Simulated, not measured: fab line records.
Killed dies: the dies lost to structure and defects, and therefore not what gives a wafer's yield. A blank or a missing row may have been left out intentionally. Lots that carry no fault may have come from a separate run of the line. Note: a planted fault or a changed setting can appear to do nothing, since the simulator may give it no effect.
Split-lot study | flow n5 finfet | 21 wafers read from 7 lots, route of 1938 steps

ABOUT THE SPLIT
At N5_BEOL_M0_SAQP_COAT_81 (time 60 s, resist thk 100 nm), the setting spin rpm was moved away from the recipe's 1500 rpm on 5 of the 21 wafers read, by +3.3% to +10.0%. The other wafers ran this setting at the recipe's value.

FROM THE SPLIT TO THE READING: what the file shows between them, 9 steps
- N5_BEOL_M0_SAQP_COAT_82: time 60 s, resist thk 30 nm (also split here: spin rpm)
- N5_BEOL_M0_SAQP_COAT_08: resist thk 90 nm
- N5_BEOL_M0_SAQP_EBR_10
- N5_BEOL_M0_SAQP_DESCUM_19: chemistry O2, time 7.9 s
- N5_BEOL_M0_SAQP_ETCH_83: etches SiARC in CF4, target depth 39 nm, time 65 s
- N5_BEOL_M0_SAQP_ETCH_84: etches SOC in N2/H2, target depth 100 nm, overetch 20 nm, time 150 s
- N5_BEOL_M0_SAQP_STRIP_80: strips in N2/H2
- N5_BEOL_M0_SAQP_HM_OPEN_112: chemistry CHF3/O2, target SiO2, stops on a-Si, target depth 12 nm, time 13.5 s
- N5_BEOL_M0_SAQP_STRIP_113: strips in CHF3/O2

THE READING
SOC_of_BEOL_M0_SAQP_COAT_81.thk nm (the simulator's own value, which no gauge read), in nm, at N5_BEOL_M0_SAQP_MANDREL_ETCH_20 (etches a-Si in HBr/Cl2, stops on SiNx, target depth 60 nm, bt time 10 s, time 30 s). The file gives no usual value for it. Average 76.3 nm, standard deviation 0.18 nm, over the 16 wafers here run with the recipe.

wafer  | tool, chamber at the split | spin rpm as run, rpm | against the recipe | SOC_of_BEOL_M0_SAQP_COAT_81.thk nm, nm | against lot-mates on the recipe
L074.3 | litho track-04, 0          | 1500                 | recipe             | 76.4                                   | -
L074.5 | litho track-04, 0          | 1607                 | +7.1%              | 72.8                                   | -3.6
L074.6 | litho track-04, 0          | 1607                 | +7.1%              | 73                                     | -3.4
L077.1 | litho track-03, 0          | 1500                 | recipe             | 76                                     | -
L077.4 | litho track-03, 0          | 1500                 | recipe             | 76                                     | -
L077.5 | litho track-03, 0          | 1500                 | recipe             | 76.6                                   | -
L086.1 | litho track-03, 0          | 1500                 | recipe             | 76.2                                   | -
L086.3 | litho track-03, 0          | 1500                 | recipe             | 76                                     | -
L086.6 | litho track-03, 0          | 1500                 | recipe             | 76                                     | -
L087.1 | litho track-04, 0          | 1500                 | recipe             | 76.4                                   | -
L087.6 | litho track-04, 0          | 1500                 | recipe             | 76.4                                   | -
L087.2 | litho track-04, 0          | 1500                 | recipe             | 76.2                                   | -
L091.3 | litho track-05, 0          | 1500                 | recipe             | 76.4                                   | -
L091.6 | litho track-05, 0          | 1500                 | recipe             | 76.4                                   | -
L091.4 | litho track-05, 0          | 1585                 | +5.7%              | 73.8                                   | -2.6
L093.1 | litho track-04, 0          | 1500                 | recipe             | 76.4                                   | -
L093.2 | litho track-04, 0          | 1549                 | +3.3%              | 74.6                                   | -1.7
L093.4 | litho track-04, 0          | 1500                 | recipe             | 76.2                                   | -
L094.2 | litho track-04, 0          | 1500                 | recipe             | 76.4                                   | -
L094.4 | litho track-04, 0          | 1650                 | +10.0%             | 71.8                                   | -4.5
L094.6 | litho track-04, 0          | 1500                 | recipe             | 76.2                                   | -

FIT RESULTS
A straight line over all 21 wafers: SOC_of_BEOL_M0_SAQP_COAT_81.thk nm changes by -0.457 nm for each +1% of spin rpm; r = -0.99; the points scatter about the line by 0.18 nm.
The same after taking each lot's own level away (the mean of its wafers on the recipe; 21 wafers): -0.47 nm for each +1%; r = -0.99; scatter 0.16 nm.
Per that fit: largest spin rpm move, reading shift of 4.7 nm.
Across the lots, their own levels run from 76.07 to 76.40 nm, a range of 1.8 times the standard deviation given above.
Hence the lot-to-lot level has little effect on the slope; both slopes agree.
Check: with one of the wafers moved furthest among these (+10.0%) left out of the fit, the line predicts -4.86 nm for it against its lot-mates. It came out at -4.5 nm against them.

OTHER SPLITS APPLIED TO THESE WAFERS
Other splits were also applied to these wafers ahead of the reading. Each is held against what the fit with the lots' levels taken away leaves over:
other split on the same wafers        | wafers away from the commonest value | r with SOC_of_BEOL_M0_SAQP_COAT_81.thk nm (lot level and that fit taken away)
N5_SDB_ETCH_17 bias w                 | 6                                    | +0.01
N5_HKMG_FIN_ETCH_58 source w          | 11                                   | -0.20
N5_GATE_CUT_DESCUM_18 time s          | 4                                    | -0.26
N5_MOL_CONTACT_COAG_ETCH_47 source w  | 3                                    | +0.08
N5_MOL_CONTACT_COAG_EXPOSE_37 dose mj | 7                                    | -0.02
N5_BEOL_M0_SAQP_COAT_82 spin rpm      | 4                                    | -0.04

THE WHOLE CHAIN: every reading that the file lists as answering this split, in the file's order
step                            | what it does                                                                       | reading                                                                             | change (the file's fit)               | r (the file's)
N5_BEOL_M0_SAQP_COAT_81         | time 60 s, resist thk 100 nm                                                       | SOC_of_BEOL_M0_SAQP_COAT_81.thk nm (the simulator's own value, which no gauge read) | -0.445 nm for each +1% of the setting | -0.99
N5_BEOL_M0_SAQP_ETCH_84         | etches SOC in N2/H2, target depth 100 nm, overetch 20 nm, time 150 s               | etch.depth nm (the simulator's own value, which no gauge read)                      | -0.445 nm for each +1% of the setting | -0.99
N5_BEOL_M0_SAQP_MANDREL_ETCH_20 | etches a-Si in HBr/Cl2, stops on SiNx, target depth 60 nm, bt time 10 s, time 30 s | SOC_of_BEOL_M0_SAQP_COAT_81.thk nm (the simulator's own value, which no gauge read) | -0.466 nm for each +1% of the setting | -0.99

FILE'S OWN FIT
SOC_of_BEOL_M0_SAQP_COAT_81.thk nm changes by -0.466 nm for each +1% of spin rpm, r = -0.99.
